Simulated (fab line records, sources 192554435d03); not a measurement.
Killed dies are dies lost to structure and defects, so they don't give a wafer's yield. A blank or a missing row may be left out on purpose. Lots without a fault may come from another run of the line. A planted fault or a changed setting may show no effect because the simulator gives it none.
Which tool did it? | flow n5_finfet | 12 lots, 32 wafers sampled, at 4 steps of a route of 1938

WHAT THE GAUGES READ, wafer by wafer
N5_BEOL_M4_RC_MEAS_101. Usual: DIBL_N 37.5 mV/V, standard deviation 2.5; DIBL_P 38 mV/V, standard deviation 3.1; IOFF_N 0.19 nA/um, standard deviation 0.059; IOFF_P 0.24 nA/um, standard deviation 0.061; ION_N 679 uA/um, standard deviation 16; ION_P 465 uA/um, standard deviation 9.8; SS_N 72.0 mV/dec, standard deviation 0.8; SS_P 73.7 mV/dec, standard deviation 0.86; VT_N 248 mV, standard deviation 4.5; VT_P -249 mV, standard deviation 3.5.
lot  | measured     | on        | DIBL_N (mV/V)  | DIBL_P (mV/V) | IOFF_N (nA/um) | IOFF_P (nA/um) | ION_N (uA/um) | ION_P (uA/um) | SS_N (mV/dec)  | SS_P (mV/dec)  | VT_N (mV)   | VT_P (mV)      | flag
L493 | day 8 02:04  | prober-02 | 37.3 37.3 37.4 | 38 40 38      | 0.18 0.19 0.18 | 0.23 0.27 0.22 | 677 675 676   | 459 465 460   | 72.0 72.5 72.6 | 73.5 74.2 73.8 | 250 248 255 | -250 -248 -252 |
L494 | day 8 11:52  | prober-02 | 37.4 35.7      | 40 38         | 0.18 0.14      | 0.24 0.19      | 675 666       | 466 463       | 71.5 71.5      | 73.8 73.9      | 248 254     | -248 -252      |
L495 | day 8 20:26  | prober-01 | 35.7 33.3 37.1 | 36 34 38      | 0.15 0.11 0.18 | 0.19 0.17 0.24 | 673 651 669   | 458 455 461   | 71.9 70.6 71.6 | 72.4 71.8 73.8 | 253 255 248 | -250 -253 -249 |
L496 | day 8 20:35  | prober-02 | 37.5 41.0 37.7 | 38 43 38      | 0.19 0.31 0.18 | 0.24 0.37 0.25 | 679 711 683   | 463 480 469   | 71.3 72.8 72.1 | 73.4 75.0 73.4 | 249 238 248 | -248 -242 -247 |
L499 | day 10 05:40 | prober-02 | 35.9 37.2 33.6 | 37 37 34      | 0.16 0.19 0.11 | 0.20 0.20 0.17 | 667 680 659   | 459 461 451   | 72.3 72.0 70.9 | 73.8 73.0 73.0 | 251 249 255 | -252 -251 -254 |
L505 | day 11 17:11 | prober-02 | 36.4 43.9      | 34 45         | 0.16 0.41      | 0.23 0.56      | 689 724       | 470 496       | 72.0 73.8      | 72.9 75.5      | 249 236     | -248 -235      |
L506 | day 11 19:13 | prober-02 | 35.8 36.5      | 36 37         | 0.13 0.14      | 0.21 0.21      | 659 658       | 465 455       | 71.9 71.5      | 73.3 73.3      | 256 252     | -249 -250      |
L507 | day 11 18:13 | prober-01 | 39.9 39.4      | 42 43         | 0.28 0.25      | 0.31 0.32      | 702 690       | 470 468       | 72.3 71.7      | 74.8 75.0      | 242 246     | -245 -244      |
L510 | day 12 20:11 | prober-02 | 34.5 36.0 39.9 | 35 35 40      | 0.14 0.14 0.24 | 0.21 0.20 0.28 | 668 668 696   | 462 459 475   | 70.9 71.2 71.8 | 73.5 73.8 74.1 | 249 251 244 | -249 -250 -246 |
L511 | day 13 00:09 | prober-02 | 37.6 35.7 37.4 | 37 34 36      | 0.19 0.16 0.20 | 0.24 0.21 0.24 | 683 667 685   | 463 462 466   | 72.1 71.5 72.0 | 73.9 73.3 73.8 | 249 249 244 | -249 -250 -250 |
L512 | day 13 22:40 | prober-02 | 40.5 38.6 39.9 | 38 36 38      | 0.23 0.17 0.21 | 0.26 0.22 0.25 | 684 662 687   | 465 460 466   | 72.7 73.0 71.8 | 73.8 73.4 74.0 | 246 250 250 | -249 -249 -248 |
L515 | day 14 05:08 | prober-02 | 36.5 36.5 36.0 | 37 39 37      | 0.18 0.19 0.15 | 0.22 0.27 0.20 | 681 690 677   | 462 476 461   | 72.6 72.7 72.3 | 73.0 74.0 73.7 | 250 247 253 | -249 -247 -253 |

WHICH TOOL RAN EACH LOT (tool, then ch and the chambers of the sampled wafers, then the start)
lot  | N5_BEOL_M2_ANNEAL_89         | N5_BEOL_M2_ANNEAL_95         | N5_BEOL_M2_CMP_52
L493 | pvd_sputter-01, day 6 23:17  | pvd_sputter-01, day 6 23:57  | cmp-02 ch 1,2,3, day 7 00:35
L494 | pvd_sputter-02, day 7 11:44  | pvd_sputter-02, day 7 12:24  | cmp-01 ch 1,2, day 7 13:07
L495 | pvd_sputter-02, day 7 16:37  | pvd_sputter-02, day 7 17:17  | cmp-02 ch 0,1,3, day 7 18:14
L496 | pvd_sputter-01, day 7 21:13  | pvd_sputter-01, day 7 21:57  | cmp-01 ch 1,2,3, day 7 22:40
L499 | pvd_sputter-02, day 8 16:29  | pvd_sputter-02, day 8 17:09  | cmp-02 ch 0,1,3, day 8 17:52
L505 | pvd_sputter-03, day 10 12:49 | pvd_sputter-03, day 10 13:29 | cmp-01 ch 0,3, day 10 14:07
L506 | pvd_sputter-02, day 10 17:10 | pvd_sputter-02, day 10 17:49 | cmp-01 ch 1,3, day 10 18:27
L507 | pvd_sputter-03, day 10 21:45 | pvd_sputter-03, day 10 22:25 | cmp-01 ch 0,2, day 10 23:05
L510 | pvd_sputter-03, day 11 11:44 | pvd_sputter-03, day 11 12:23 | cmp-04 ch 0,3, day 11 13:01
L511 | pvd_sputter-03, day 11 23:01 | pvd_sputter-03, day 11 23:40 | cmp-04 ch 2,3, day 12 00:19
L512 | pvd_sputter-02, day 12 13:33 | pvd_sputter-02, day 12 14:13 | cmp-04 ch 2,3, day 12 14:56
L515 | pvd_sputter-01, day 13 01:02 | pvd_sputter-01, day 13 01:42 | cmp-02 ch 0,1,3, day 13 02:22
- N5_BEOL_M2_ANNEAL_89: time 240 s.
- N5_BEOL_M2_ANNEAL_95: time 240 s.
- N5_BEOL_M2_CMP_52: polishes, stops on SiOC, t overpolish 6.8 s, target thk 40 nm.

WHAT THE TOOLS THEMSELVES READ (means of the sampled wafers that have a number; where no wafer has one, the mark that the record gives instead)
N5_BEOL_M2_ANNEAL_89. Usual: heater_power_w 810 W, standard deviation 81.
lot  | tool           | heater_power_w (W) | flag
L493 | pvd_sputter-01 | 813                |
L494 | pvd_sputter-02 | 822                |
L495 | pvd_sputter-02 | 743                |
L496 | pvd_sputter-01 | 814                |
L499 | pvd_sputter-02 | 787                |
L505 | pvd_sputter-03 | 880                |
L506 | pvd_sputter-02 | 754                |
L507 | pvd_sputter-03 | 740                |
L510 | pvd_sputter-03 | 815                |
L511 | pvd_sputter-03 | 801                |
L512 | pvd_sputter-02 | 844                |
L515 | pvd_sputter-01 | 861                |

N5_BEOL_M2_ANNEAL_95. Usual: heater_power_w 811 W, standard deviation 80.
lot  | tool           | heater_power_w (W) | flag
L493 | pvd_sputter-01 | 811                |
L494 | pvd_sputter-02 | 832                |
L495 | pvd_sputter-02 | 727                |
L496 | pvd_sputter-01 | 810                |
L499 | pvd_sputter-02 | 784                |
L505 | pvd_sputter-03 | 859                |
L506 | pvd_sputter-02 | 762                |
L507 | pvd_sputter-03 | 741                |
L510 | pvd_sputter-03 | 834                |
L511 | pvd_sputter-03 | 809                |
L512 | pvd_sputter-02 | 846                |
L515 | pvd_sputter-01 | 875                |

N5_BEOL_M2_CMP_52. Usual: barrier_field_endpoint_s 24.8 s, standard deviation 0.74; motor_current_A 5.9 A, standard deviation 0.58; overpolish_run_s 6.800 s, standard deviation 0.0084; pad_life_wafers 1374, standard deviation 540; time_to_endpoint_s 62 s, standard deviation 4.
lot  | tool   | barrier_field_endpoint_s (s) | motor_current_A (A) | overpolish_run_s (s) | pad_life_wafers | time_to_endpoint_s (s) | flag
L493 | cmp-02 | 24.6                         | 6.1                 | 6.800                | 1460            | 60                     |
L494 | cmp-01 | 23.8                         | 5.2                 | 6.797                | 320             | 60                     |
L495 | cmp-02 | 25.4                         | 5.7                 | 6.796                | 1574            | 61                     |
L496 | cmp-01 | 25.0                         | 5.6                 | 6.796                | 404             | 63                     |
L499 | cmp-02 | 24.4                         | 6.0                 | 6.799                | 1790            | 59                     |
L505 | cmp-01 | 19.1                         | 6.0                 | 6.786                | 932             | 48                     | OFF
L506 | cmp-01 | 18.9                         | 5.7                 | 6.804                | 967             | 50                     | OFF
L507 | cmp-01 | 18.6                         | 5.6                 | 6.806                | 1016            | 44                     | OFF
L510 | cmp-04 | 25.0                         | 5.7                 | 6.797                | 1938            | 65                     |
L511 | cmp-04 | 25.6                         | 6.3                 | 6.806                | 2010            | 68                     |
L512 | cmp-04 | 24.8                         | 5.8                 | 6.798                | 2100            | 63                     |
L515 | cmp-02 | 24.2                         | 5.7                 | 6.799                | 470             | 60                     |

THE ANSWER, worked out from the rows above alone
Rule: a lot is off if the mean of its wafers that have a number lies more than 3 standard deviations from the usual mean. A lot without any number at a reading at which 4 lots or more have one is off too. The other lots that the step has rows for count as sound. The gauges are gone through in route order, then the tools' own readings, and for those a lot's mean is taken as printed above. The first step at which some lot is off is used, and at that step the reading that is off furthest; a lot without a number counts as furthest.
Off: L505, L506, L507, at N5_BEOL_M2_CMP_52 (barrier_field_endpoint_s).
A tool fits if, at that step or a process step before it, it ran every lot that is off, and no sound lot after the first of them. One fits: cmp-01 at N5_BEOL_M2_CMP_52. Its last sound lot is L496 (day 7 22:40), its first lot that is off L505 (day 10 14:07): a fault that began between those two fits.
The tool's own readings at N5_BEOL_M2_CMP_52 bear it out: on the lots that are off they differ by more than 5 times the standard deviation of the sound lots' means. barrier_field_endpoint_s reads 18.9 s there against 24.8 s on the sound lots; time_to_endpoint_s reads 47 s there against 62 s on the sound lots.

WHAT THE SIMULATOR HAD PUT IN
Process parameter drift: cmp-01, from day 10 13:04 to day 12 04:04, at N5_BEOL_M2_CMP_52. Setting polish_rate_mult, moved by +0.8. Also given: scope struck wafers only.
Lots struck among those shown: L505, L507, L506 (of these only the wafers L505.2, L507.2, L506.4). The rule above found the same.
